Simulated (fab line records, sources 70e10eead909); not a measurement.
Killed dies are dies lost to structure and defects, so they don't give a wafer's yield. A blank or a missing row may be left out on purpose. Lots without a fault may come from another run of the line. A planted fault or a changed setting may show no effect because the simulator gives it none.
Chamber matching | flow nand_harc | NHARC_A_STAIRCASE_TRIM_220 on rie_diel-12: 4 sister chambers
The step chemistry O2, time 211.2 s. 4 wafers are shown with their chamber, then 7 later ones without.

WAFERS WITH THEIR CHAMBER
wafer  | chamber | showerhead_plenum_p_Torr (Torr)
L087.2 | 2       | 3.37
L087.6 | 0       | 3.69
L090.1 | 3       | 3.52
L090.2 | 1       | 3.47

WAFERS WITHOUT THEIR CHAMBER
wafer  | showerhead_plenum_p_Torr (Torr)
L090.6 | 3.69
L091.1 | 3.68
L091.2 | 3.52
L091.5 | 3.68
L095.1 | 3.51
L095.4 | 3.68
L095.5 | 3.51

WHICH CHAMBER EACH WENT THROUGH
wafer  | from the rows above | in truth
L090.6 | 0                   | 0
L091.1 | 0                   | 0
L091.2 | 3                   | 3
L091.5 | 0                   | 0
L095.1 | 3                   | 3
L095.4 | 0                   | 0
L095.5 | 3                   | 3
Placed correctly: 7 of 7. Can't be placed from these rows: 0. Placed wrongly: 0.
How it was worked out, from the rows above alone: a wafer's distance from a chamber is the root of the sum, over the readings, of the square of ((its reading less the chamber's mean) divided by the reading's scatter). The wafer belongs to the nearest chamber; if the next one is less than 2 further off, it can't be placed. A chamber's mean is the mean of its shown wafers. The scatter: with one shown wafer a chamber, the root of the mean of the squares of how far each hidden wafer lies from its nearest shown one.
